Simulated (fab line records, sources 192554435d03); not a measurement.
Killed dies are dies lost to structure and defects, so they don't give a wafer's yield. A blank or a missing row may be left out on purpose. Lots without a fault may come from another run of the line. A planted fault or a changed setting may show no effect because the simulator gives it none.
fab line records | flow n5_finfet
record lots=13 wafers=31 last_day=17
route steps=1938 shown BEOL_M15@1821 MIM_BOT_LITHO@1858
lots that met no fault: from a run of the same line without faults
start_h: hours from the record's first day to the start of the lot's first wafer shown | wait_h: hours since the lot's step before | " the same as in the row above | L1.1+2: a row that stands for several wafers | - no value, or no start given | * or withheld: withheld | < > ~ a bound
route shown NAME@n: a module of which the file shows steps, and the number in the route of the first | usual: mean/standard deviation of fault-free wafers | same: alike in all rows | chamber/n: place in a boat | sites: the reading at each site | _std_site: their standard deviation | _edge_site: outer sites' mean less inner sites' | radius_mm: how far each site lies from the wafer's centre | mask NAME#n: copy n | behind: the tool/chamber that last shaped the wafer | hold: why the lot was held/for how many hours/how that ended | device: the transistor (n, p or np) that didn't switch | end of line: the same wafers' tests at the end of the route | a step without rows: its recipe alone | killed: dies lost to structure and defects at the first sort, not the wafer's yield | map: a wafer's dies, x killed, . not, _ none there
set.NAME: the setting as run; set.NAME@STEP: as run at that earlier step | model.NAME: the simulator's own value behind a step, which no gauge read
steps of the route over a sample of lots; a table a step, a row a wafer
services: from which hour (start_h, from the record's first day; less than 0 if before it) a tool's chamber was out of use, for how many hours, and why
## steps
# step N5_BEOL_M15_SPUTTER_45
# recipe material=Cu target_thk_a=1000 temp_c=-20 bias_v=60 power_w=26000 chamber_pressure_pa=0.13 time_s=16.67
# usual bias_v=60.0/0.59 susceptor_temp_C=-20.00/0.1 throttle_valve_pct=29.9/0.87
# columns lot.wafer tool chamber start_h wait_h bias_v susceptor_temp_C throttle_valve_pct
L984.4 pvd_sputter-03 - 239.70 0.0 59.8 -20.06 30.3
L984.6 " - " " 59.2 -20.11 29.1
L983.1 pvd_sputter-02 - 246.25 0.0 60.0 -20.02 29.1
L983.4 " - " " 60.0 -20.11 31.1
L986.4 pvd_sputter-03 - 261.79 0.0 60.2 -20.05 29.3
L986.5 " - " " 59.4 -20.06 30.1
L986.6 " - " " 60.1 -19.86 29.2
L985.2 pvd_sputter-03 - 264.63 0.0 59.3 -19.96 30.5
L985.5 " - " " 59.3 -20.07 30.3
L988.2 pvd_sputter-03 - 267.90 0.0 59.9 -19.90 30.1
L988.3 " - " " 60.0 -19.83 31.7
L988.6 " - " " 60.0 -20.01 30.0
L987.1 pvd_sputter-02 - 274.50 0.0 59.7 -19.97 30.1
L987.2 " - " " 61.0 -20.13 29.1
L987.6 " - " " 61.0 -20.12 30.9
L990.2 pvd_sputter-01 - 286.47 0.0 59.6 -19.95 29.1
L990.5 " - " " 59.4 -19.91 29.1
L990.6 " - " " 60.3 -19.98 30.4
L991.1 pvd_sputter-03 - 292.90 0.0 59.9 -20.15 29.9
L991.3 " - " " 59.5 -19.98 29.2
L991.4 " - " " 60.0 -19.90 31.7
L993.3 pvd_sputter-01 - 312.35 0.0 60.3 -20.09 30.1
L993.6 " - " " 60.3 -20.02 28.3
L998.3 pvd_sputter-02 - 351.53 0.0 60.6 -20.20 30.2
L998.6 " - " " 61.1 -20.13 29.4
L103.3 pvd_sputter-02 - 365.32 0.0 60.6 -19.88 31.1
L103.5 " - " " 59.5 -19.93 30.0
L104.5 pvd_sputter-01 - 379.82 0.0 59.5 -19.88 30.3
L104.6 " - " " 60.4 -19.97 29.1
L105.5 pvd_sputter-03 - 384.91 0.0 59.9 -19.97 29.4
L105.6 " - " " 59.6 -20.01 31.5
# step N5_BEOL_M15_CMP_49
# recipe stop_on=SiO2 t_overpolish_s=4.9 down_force_psi=2 platen_rpm=80 clearing_platen_down_force_psi=2 clearing_platen_rpm=80 post_cmp_clean=cu_alkaline target_thk_nm=850 clearing_platen_pad_velocity_m_s=1.5917 pad_velocity_m_s=1.5917
# usual barrier_field_endpoint_s=11.6/0.33 motor_current_A=8.3/0.71 overpolish_run_s=4.900/0.0084 slurry_filter_dp_kPa=13.48/0.15
# columns lot.wafer tool chamber start_h wait_h barrier_field_endpoint_s motor_current_A overpolish_run_s slurry_filter_dp_kPa
L984.4 cmp-04 1 240.47 0.2 11.8 8.7 4.901 13.45
L984.6 " 2 " " 11.7 8.3 4.910 13.82
L983.1 cmp-04 3 246.90 0.3 12.1 8.2 4.896 13.21
L983.4 " 2 " " 12.0 7.9 4.907 13.49
L986.4 cmp-04 3 263.17 0.2 11.6 8.1 4.892 13.68
L986.6 " 1 " " 11.7 8.5 4.913 13.54
L986.5 " 2 " " 11.8 8.4 4.885 13.19
L985.2 cmp-04 1 265.56 0.4 11.6 8.5 4.903 13.42
L985.5 " 1 " " 12.0 8.3 4.885 13.15
L988.3 cmp-02 1 269.09 0.3 10.9 7.3 4.910 13.24
L988.2 " 0 " " 11.5 8.1 4.912 13.44
L988.6 " 2 " " 11.8 7.2 4.892 13.46
L987.1 cmp-02 3 275.50 0.3 11.2 8.4 4.902 13.52
L987.2 " 1 " " 11.2 7.3 4.897 13.26
L987.6 " 2 " " 12.0 7.6 4.897 13.41
L990.2 cmp-04 3 287.15 0.2 11.0 8.2 4.905 13.52
L990.5 " 3 " " 11.0 8.3 4.905 13.89
L990.6 " 0 " " 11.2 8.4 4.899 13.33
L991.4 cmp-04 2 293.67 0.1 11.6 8.0 4.907 13.43
L991.3 " 3 " " 11.6 8.5 4.898 13.48
L991.1 " 0 " " 12.0 8.3 4.894 13.25
L993.3 cmp-01 2 313.24 0.2 11.5 7.0 4.884 13.73
L993.6 " 3 " " 12.0 8.4 4.908 13.45
L998.3 cmp-01 0 352.33 0.2 11.1 8.3 4.905 13.54
L998.6 " 3 " " 12.0 8.8 4.895 13.67
L103.3 cmp-01 3 366.10 0.3 11.5 9.0 4.890 13.31
L103.5 " 1 " " 11.2 10.3 4.893 13.36
L104.6 cmp-04 3 380.58 0.2 11.4 8.2 4.907 13.72
L104.5 " 0 " " 11.8 8.3 4.896 13.50
L105.5 cmp-01 1 385.96 0.2 11.3 9.4 4.905 13.52
L105.6 " 2 " " 11.4 7.2 4.894 13.62
# step N5_MIM_BOT_LITHO_EXPOSE_05
# recipe mask_id=MIM_BOT na=0.55 source_shape=conventional sigma_outer=0.8 polarization=unpolarized dose_mj=24.25
# columns lot.wafer tool chamber start_h wait_h mask
L984.4+6 krf_scanner-01 0 244.27 - MIM_BOT#0
L983.1+4 krf_scanner-02 0 252.62 - MIM_BOT#0
L986.4+5+6 krf_scanner-02 0 268.14 - MIM_BOT#0
L985.2+5 krf_scanner-02 0 270.29 - MIM_BOT#0
L988.2+3+6 krf_scanner-01 0 274.41 - MIM_BOT#0
L987.1+2+6 krf_scanner-01 0 281.20 - MIM_BOT#0
L990.2+5+6 krf_scanner-02 0 291.95 - MIM_BOT#0
L991.1+3+4 krf_scanner-01 0 297.89 - MIM_BOT#0
L993.3+6 krf_scanner-01 0 317.20 - MIM_BOT#0
L998.3+6 krf_scanner-01 0 356.64 - MIM_BOT#0
L103.3+5 krf_scanner-01 0 370.71 - MIM_BOT#0
L104.5+6 krf_scanner-02 0 386.07 - MIM_BOT#0
L105.5+6 krf_scanner-02 0 392.13 - MIM_BOT#0
# step N5_MIM_BOT_LITHO_CD_MEAS_08
# recipe target_cd_nm=3000 landing_energy_ev=500 detector=se_inlens polarity=opening
# usual cd_nm=3001.0/2.3
# columns lot.wafer tool chamber start_h wait_h cd_nm
L984.4 cd_sem-03 0 244.43 - 2999.1
L984.6 " 0 " " 3001.1
L983.1 cd_sem-03 0 252.80 - 2999.3
L983.4 " 0 " " 3000.7
L986.4 cd_sem-01 0 268.30 - 2999.0
L986.5 " 0 " " 3002.4
L986.6 " 0 " " 3001.9
L985.2 cd_sem-03 0 270.46 - 3001.5
L985.5 " 0 " " 3001.6
L988.2 cd_sem-01 0 274.58 - 2998.7
L988.3 " 0 " " 3000.0
L988.6 " 0 " " 3001.2
L987.1 cd_sem-02 0 281.37 - 3004.9
L987.2 " 0 " " 2999.6
L987.6 " 0 " " 2999.6
L990.2 cd_sem-02 0 292.13 - 3002.7
L990.5 " 0 " " 3004.3
L990.6 " 0 " " 3005.4
L991.1 cd_sem-01 0 298.07 - 3001.7
L991.3 " 0 " " 3003.5
L991.4 " 0 " " 3001.4
L993.3 cd_sem-03 0 317.36 - 3000.2
L993.6 " 0 " " 2998.7
L998.3 cd_sem-01 0 356.81 - 3052.9
L998.6 " 0 " " 3000.6
L103.3 cd_sem-02 0 370.88 - 3052.5
L103.5 " 0 " " 2998.5
L104.5 cd_sem-03 0 386.23 - 3003.8
L104.6 " 0 " " 3003.4
L105.5 cd_sem-03 0 392.29 - 3001.3
L105.6 " 0 " " 3002.6
# step N5_MIM_BOT_LITHO_OVL_MEAS_11
# recipe points_per_wafer=44
# usual MIM_BOT_OVL=-1/4.7
# columns lot.wafer tool chamber start_h wait_h MIM_BOT_OVL[nm]
L984.4 overlay-01 0 244.46 0.0 1
L984.6 " 0 " " 5
L983.1 overlay-01 0 252.83 0.0 -1
L983.4 " 0 " " 1
L986.4 overlay-01 0 268.33 0.0 -9
L986.5 " 0 " " 0
L986.6 " 0 " " -2
L985.2 overlay-02 0 270.49 0.0 2
L985.5 " 0 " " 2
L988.2 overlay-01 0 274.61 0.0 1
L988.3 " 0 " " -3
L988.6 " 0 " " -3
L987.1 overlay-02 0 281.40 0.0 2
L987.2 " 0 " " 5
L987.6 " 0 " " 5
L990.2 overlay-01 0 292.15 0.0 -5
L990.5 " 0 " " -6
L990.6 " 0 " " 0
L991.1 overlay-02 0 298.11 0.0 -5
L991.3 " 0 " " -3
L991.4 " 0 " " -4
L993.3 overlay-01 0 317.39 0.0 0
L993.6 " 0 " " -1
L998.3 overlay-01 0 356.84 0.0 -7
L998.6 " 0 " " -7
L103.3 overlay-01 0 370.90 0.0 -5
L103.5 " 0 " " -2
L104.5 overlay-02 0 386.25 0.0 5
L104.6 " 0 " " 7
L105.5 overlay-02 0 392.31 0.0 4
L105.6 " 0 " " 0
## services
# columns tool chamber start_h hours kind
krf_scanner-01 - 220.62 4.4 pm
krf_scanner-02 - 225.00 1.3 pm
krf_scanner-01 - 235.64 1.3 pm
cmp-01 - 248.37 4.8 pm
cmp-02 - 255.23 2.4 repair
krf_scanner-01 - 258.14 1.0 pm
cmp-02 - 259.41 8.9 repair
krf_scanner-01 - 263.50 0.8 pm
cmp-01 - 277.89 4.0 pm
cmp-04 - 278.83 0.6 repair
cmp-02 - 280.10 1.0 repair
cmp-02 - 284.72 8.9 pm
cmp-04 - 288.10 4.0 pm
pvd_sputter-01 - 301.73 2.1 repair
krf_scanner-01 - 308.14 6.0 repair
pvd_sputter-01 - 310.66 1.0 repair
krf_scanner-02 - 314.16 1.0 pm
pvd_sputter-01 - 328.15 1.8 repair
krf_scanner-01 - 350.96 0.7 repair
krf_scanner-02 - 355.09 0.8 pm
cmp-01 - 355.90 3.3 repair
cmp-04 - 370.18 0.7 repair
cmp-01 - 372.75 1.6 repair
krf_scanner-01 - 375.53 4.0 pm
## key
first_sign step=N5_MIM_BOT_LITHO_CD_MEAS_08 reading=cd_nm direction=up sigmas=22 usual=3001.0 struck=3052.7
effect none on later readings
met_at N5_MIM_BOT_LITHO_EXPOSE_05
struck_lots L998,L103
struck_wafers L998.3,L103.3
not_acting_at N5_BEOL_M15_SPUTTER_45,N5_BEOL_M15_CMP_49,N5_MIM_BOT_LITHO_OVL_MEAS_11
onset_between 317.20 356.64
fault kind=process_parameter_drift tool=krf_scanner-01 chamber=- onset_h=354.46 steps=N5_MIM_BOT_LITHO_EXPOSE_05 channel=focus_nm offset=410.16 shape=step end_h=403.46 scope=struck_wafers_only
